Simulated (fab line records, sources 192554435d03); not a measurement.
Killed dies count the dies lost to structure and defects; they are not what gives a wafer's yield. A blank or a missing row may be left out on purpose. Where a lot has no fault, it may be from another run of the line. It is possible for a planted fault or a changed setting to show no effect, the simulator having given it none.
Matching of chambers || flow n5_finfet || 4 sister chambers for N5_HKMG_FIN_STRIP_89 on rie_diel-03
The step strips SOC in N2/H2, time 20 s. 20 wafers are shown with their chamber, then 10 later ones without.

EACH WAFER AND ITS CHAMBER
{"wafer": "L076.1", "chamber": 0, "drypump_motor_current_A (A)": 5.2, "showerhead_plenum_p_Torr (Torr)": 3.43, "throttle_valve_pct (%)": 18.5}
{"wafer": "L076.3", "chamber": 3, "drypump_motor_current_A (A)": 6.0, "showerhead_plenum_p_Torr (Torr)": 3.24, "throttle_valve_pct (%)": 18.5}
{"wafer": "L076.6", "chamber": 1, "drypump_motor_current_A (A)": 5.4, "showerhead_plenum_p_Torr (Torr)": 3.49, "throttle_valve_pct (%)": 19.1}
{"wafer": "L078.2", "chamber": 3, "drypump_motor_current_A (A)": 6.0, "showerhead_plenum_p_Torr (Torr)": 3.24, "throttle_valve_pct (%)": 18.5}
{"wafer": "L078.4", "chamber": 0, "drypump_motor_current_A (A)": 5.2, "showerhead_plenum_p_Torr (Torr)": 3.43, "throttle_valve_pct (%)": 18.5}
{"wafer": "L078.5", "chamber": 3, "drypump_motor_current_A (A)": 6.0, "showerhead_plenum_p_Torr (Torr)": 3.24, "throttle_valve_pct (%)": 18.5}
{"wafer": "L081.1", "chamber": 1, "drypump_motor_current_A (A)": 5.4, "showerhead_plenum_p_Torr (Torr)": 3.48, "throttle_valve_pct (%)": 19.2}
{"wafer": "L081.4", "chamber": 3, "drypump_motor_current_A (A)": 6.0, "showerhead_plenum_p_Torr (Torr)": 3.24, "throttle_valve_pct (%)": 18.5}
{"wafer": "L081.5", "chamber": 3, "drypump_motor_current_A (A)": 5.9, "showerhead_plenum_p_Torr (Torr)": 3.24, "throttle_valve_pct (%)": 18.5}
{"wafer": "L082.1", "chamber": 2, "drypump_motor_current_A (A)": 5.0, "showerhead_plenum_p_Torr (Torr)": 3.43, "throttle_valve_pct (%)": 19.8}
{"wafer": "L082.3", "chamber": 0, "drypump_motor_current_A (A)": 5.2, "showerhead_plenum_p_Torr (Torr)": 3.42, "throttle_valve_pct (%)": 18.6}
{"wafer": "L082.5", "chamber": 0, "drypump_motor_current_A (A)": 5.2, "showerhead_plenum_p_Torr (Torr)": 3.42, "throttle_valve_pct (%)": 18.6}
{"wafer": "L087.2", "chamber": 3, "drypump_motor_current_A (A)": 6.0, "showerhead_plenum_p_Torr (Torr)": 3.23, "throttle_valve_pct (%)": 18.5}
{"wafer": "L087.3", "chamber": 2, "drypump_motor_current_A (A)": 5.0, "showerhead_plenum_p_Torr (Torr)": 3.42, "throttle_valve_pct (%)": 19.9}
{"wafer": "L087.5", "chamber": 0, "drypump_motor_current_A (A)": 5.2, "showerhead_plenum_p_Torr (Torr)": 3.42, "throttle_valve_pct (%)": 18.6}
{"wafer": "L091.3", "chamber": 3, "drypump_motor_current_A (A)": 6.0, "showerhead_plenum_p_Torr (Torr)": 3.23, "throttle_valve_pct (%)": 18.5}
{"wafer": "L091.4", "chamber": 0, "drypump_motor_current_A (A)": 5.2, "showerhead_plenum_p_Torr (Torr)": 3.42, "throttle_valve_pct (%)": 18.6}
{"wafer": "L091.6", "chamber": 1, "drypump_motor_current_A (A)": 5.5, "showerhead_plenum_p_Torr (Torr)": 3.47, "throttle_valve_pct (%)": 19.2}
{"wafer": "L093.3", "chamber": 1, "drypump_motor_current_A (A)": 5.5, "showerhead_plenum_p_Torr (Torr)": 3.47, "throttle_valve_pct (%)": 19.2}
{"wafer": "L093.4", "chamber": 3, "drypump_motor_current_A (A)": 6.0, "showerhead_plenum_p_Torr (Torr)": 3.23, "throttle_valve_pct (%)": 18.5}

SIGNATURES (averages over the wafers above)
{"reading": "drypump_motor_current_A", "chamber 0": 5.200, "chamber 1": 5.450, "chamber 2": 5.000, "chamber 3": 5.987, "scatter within a chamber": 0.0342}
{"reading": "showerhead_plenum_p_Torr", "chamber 0": 3.4233, "chamber 1": 3.4775, "chamber 2": 3.4250, "chamber 3": 3.2363, "scatter within a chamber": 0.00635}
{"reading": "throttle_valve_pct", "chamber 0": 18.567, "chamber 1": 19.175, "chamber 2": 19.850, "chamber 3": 18.500, "scatter within a chamber": 0.0402}
Rule: distance of a wafer from a chamber = root of the sum over the readings of ((wafer's reading minus chamber's mean) / reading's scatter) squared. If the next closest chamber is less than 2 further off than the closest, the wafer can't be placed; otherwise it belongs to the closest. The scatter: take each reading less its chamber's mean, square it, sum over the shown wafers, divide by the number of wafers less the number of chambers, and take the root.

WAFERS WHOSE CHAMBER IS MISSING
{"wafer": "L093.6", "drypump_motor_current_A (A)": 5.4, "showerhead_plenum_p_Torr (Torr)": 3.47, "throttle_valve_pct (%)": 19.2}
{"wafer": "L094.1", "drypump_motor_current_A (A)": 5.2, "showerhead_plenum_p_Torr (Torr)": 3.41, "throttle_valve_pct (%)": 18.6}
{"wafer": "L094.5", "drypump_motor_current_A (A)": 5.0, "showerhead_plenum_p_Torr (Torr)": 3.41, "throttle_valve_pct (%)": 19.9}
{"wafer": "L094.6", "drypump_motor_current_A (A)": 6.0, "showerhead_plenum_p_Torr (Torr)": 3.23, "throttle_valve_pct (%)": 18.6}
{"wafer": "L095.2", "drypump_motor_current_A (A)": 6.0, "showerhead_plenum_p_Torr (Torr)": 3.22, "throttle_valve_pct (%)": 18.6}
{"wafer": "L095.4", "drypump_motor_current_A (A)": 5.2, "showerhead_plenum_p_Torr (Torr)": 3.41, "throttle_valve_pct (%)": 18.6}
{"wafer": "L095.6", "drypump_motor_current_A (A)": 5.5, "showerhead_plenum_p_Torr (Torr)": 3.47, "throttle_valve_pct (%)": 19.2}
{"wafer": "L097.1", "drypump_motor_current_A (A)": 6.0, "showerhead_plenum_p_Torr (Torr)": 3.22, "throttle_valve_pct (%)": 18.6}
{"wafer": "L097.2", "drypump_motor_current_A (A)": 5.0, "showerhead_plenum_p_Torr (Torr)": 3.41, "throttle_valve_pct (%)": 19.9}
{"wafer": "L097.3", "drypump_motor_current_A (A)": 5.5, "showerhead_plenum_p_Torr (Torr)": 3.46, "throttle_valve_pct (%)": 19.2}

CHAMBER TAKEN BY EACH
{"wafer": "L093.6", "from the rows above": 1, "in truth": 1}
{"wafer": "L094.1", "from the rows above": 0, "in truth": 0}
{"wafer": "L094.5", "from the rows above": 2, "in truth": 2}
{"wafer": "L094.6", "from the rows above": 3, "in truth": 3}
{"wafer": "L095.2", "from the rows above": 3, "in truth": 3}
{"wafer": "L095.4", "from the rows above": 0, "in truth": 0}
{"wafer": "L095.6", "from the rows above": 1, "in truth": 1}
{"wafer": "L097.1", "from the rows above": 3, "in truth": 3}
{"wafer": "L097.2", "from the rows above": 2, "in truth": 2}
{"wafer": "L097.3", "from the rows above": 1, "in truth": 1}
10 of 10 placed correctly. Not placeable from these rows: 0. Wrongly placed: 0.
